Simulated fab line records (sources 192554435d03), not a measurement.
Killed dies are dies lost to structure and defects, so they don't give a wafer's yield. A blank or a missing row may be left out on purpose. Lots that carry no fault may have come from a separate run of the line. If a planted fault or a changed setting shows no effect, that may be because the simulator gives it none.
Split-lot trial + flow n5_finfet + 39 wafers read from 7 lots, route of 1938 steps

## ON THE SPLIT
At N5_DUMMY_GATE_ETCH_37 (etches SOC in N2/H2, target depth 60 nm, overetch 30 nm), the setting source_w was moved away from the recipe's 840 W on 9 of the 39 wafers read, by -16.1% to -11.6%. For the rest of the wafers, this setting stayed at what the recipe calls for.

The reading is taken at the split's own step.

## THE READING
rf_vpp_V, in V, at N5_DUMMY_GATE_ETCH_37 (etches SOC in N2/H2, target depth 60 nm, overetch 30 nm). A value of 524.3 V with a standard deviation of 2 V is what fault-free wafers of this fab line usually give.

| wafer  | tool, chamber at the split | source_w as run, W | against the recipe | rf_vpp_V, V | against lot-mates on the recipe |
|--------|----------------------------|--------------------|--------------------|-------------|---------------------------------|
| L075.1 | rie_diel-06, 2             | 712.6              | -15.2%             | 551.3       | +27.0                           |
| L075.2 | rie_diel-06, 0             | 840                | recipe             | 524.7       | -                               |
| L075.3 | rie_diel-06, 3             | 712.6              | -15.2%             | 551.6       | +27.3                           |
| L075.4 | rie_diel-06, 0             | 840                | recipe             | 527.3       | -                               |
| L075.5 | rie_diel-06, 3             | 840                | recipe             | 521.0       | -                               |
| L075.6 | rie_diel-06, 2             | 712.6              | -15.2%             | 552.3       | +28.0                           |
| L077.1 | rie_diel-04, 1             | 840                | recipe             | 521.9       | -                               |
| L077.2 | rie_diel-04, 3             | 840                | recipe             | 527.2       | -                               |
| L077.3 | rie_diel-04, 2             | 840                | recipe             | 527.8       | -                               |
| L077.4 | rie_diel-04, 0             | 840                | recipe             | 521.5       | -                               |
| L077.5 | rie_diel-04, 2             | 840                | recipe             | 525.9       | -                               |
| L077.6 | rie_diel-04, 3             | 840                | recipe             | 526.2       | -                               |
| L080.1 | rie_diel-06, 0             | 840                | recipe             | 527.0       | -                               |
| L080.2 | rie_diel-06, 3             | 840                | recipe             | 521.7       | -                               |
| L080.3 | rie_diel-06, 1             | 742.7              | -11.6%             | 546.2       | +23.2                           |
| L080.4 | rie_diel-06, 2             | 742.7              | -11.6%             | 542.8       | +19.8                           |
| L080.5 | rie_diel-06, 3             | 840                | recipe             | 520.4       | -                               |
| L080.6 | rie_diel-06, 2             | 742.7              | -11.6%             | 544.3       | +21.3                           |
| L082.1 | rie_diel-02, 0             | 840                | recipe             | 525.8       | -                               |
| L082.2 | rie_diel-02, 1             | 704.7              | -16.1%             | 557.0       | +32.4                           |
| L082.3 | rie_diel-02, 2             | 704.7              | -16.1%             | 555.5       | +30.9                           |
| L082.4 | rie_diel-02, 3             | 840                | recipe             | 524.9       | -                               |
| L082.5 | rie_diel-02, 2             | 840                | recipe             | 523.2       | -                               |
| L082.6 | rie_diel-02, 3             | 704.7              | -16.1%             | 556.8       | +32.2                           |
| L083.1 | rie_diel-04, 1             | 840                | recipe             | 521.1       | -                               |
| L083.2 | rie_diel-04, 0             | 840                | recipe             | 523.2       | -                               |
| L083.3 | rie_diel-04, 2             | 840                | recipe             | 527.3       | -                               |
| L083.4 | rie_diel-04, 3             | 840                | recipe             | 526.3       | -                               |
| L083.5 | rie_diel-04, 3             | 840                | recipe             | 526.5       | -                               |
| L083.6 | rie_diel-04, 0             | 840                | recipe             | 523.2       | -                               |
| L087.1 | rie_diel-04, 2             | 840                | recipe             | 525.7       | -                               |
| L087.2 | rie_diel-04, 0             | 840                | recipe             | 523.5       | -                               |
| L087.3 | rie_diel-04, 1             | 840                | recipe             | 519.4       | -                               |
| L087.4 | rie_diel-04, 3             | 840                | recipe             | 526.1       | -                               |
| L087.5 | rie_diel-04, 3             | 840                | recipe             | 528.1       | -                               |
| L087.6 | rie_diel-04, 2             | 840                | recipe             | 527.5       | -                               |
| L097.1 | rie_diel-02, 3             | 840                | recipe             | 524.2       | -                               |
| L097.4 | rie_diel-02, 0             | 840                | recipe             | 524.9       | -                               |
| L097.5 | rie_diel-02, 0             | 840                | recipe             | 525.1       | -                               |

FIT RESULTS
A straight line over all 39 wafers: rf_vpp_V changes by -1.85 V for each +1% of source_w; r = -0.98; the points scatter about the line by 2.4 V.
The same after taking each lot's own level away (the mean of its wafers on the recipe; 39 wafers): -1.89 V for each +1%; r = -0.98; scatter 2.2 V.
That fit puts the effect of the largest move of source_w on the reading at 30 V.
Measured against the standard deviation above, the lots' own levels, which go from 523.03 to 525.08 V, span 1.0 times it.
Consequently the slope shifts little with the lot-to-lot level, the two slopes agreeing.
Check: for one of the wafers moved furthest among these (-16.1%), held out of the fit, the line's prediction against its lot-mates is +30 V. Against them it came out at +32.4 V.
Tool readings at the split's step, against how far the setting was moved: rf_vpp_V r = -0.98.

## OTHER SPLITS APPLIED TO THESE WAFERS
These wafers also went through other splits before the reading. Each is held against what the fit with the lots' levels taken away leaves over:
| other split on the same wafers               | wafers away from the commonest value | r with rf_vpp_V (lot level and that fit taken away) |
|----------------------------------------------|--------------------------------------|-----------------------------------------------------|
| N5_WELL_APT_EXPOSE_22 dose_mj                | 18                                   | +0.11                                               |
| N5_PMOS_HMC_CHANNEL_EPI_EPI_20 pressure_torr | 18                                   | +0.08                                               |

## THE WHOLE CHAIN: every reading that the file lists as answering this split, in the file's order
| step                  | what it does                                            | reading                                                                             | change (the file's fit)                | r (the file's) |
|-----------------------|---------------------------------------------------------|-------------------------------------------------------------------------------------|----------------------------------------|----------------|
| N5_DUMMY_GATE_ETCH_37 | etches SOC in N2/H2, target depth 60 nm, overetch 30 nm | rf_vpp_V                                                                            | -1.88 V for each +1% of the setting    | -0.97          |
| N5_DUMMY_GATE_ETCH_37 | etches SOC in N2/H2, target depth 60 nm, overetch 30 nm | SiARC_of_DUMMY_GATE_COAT_35.thk_nm (the simulator's own value, which no gauge read) | -0.0325 nm for each +1% of the setting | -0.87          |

## FILE'S OWN FIT
rf_vpp_V changes by -1.88 V for each +1% of source_w, r = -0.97.
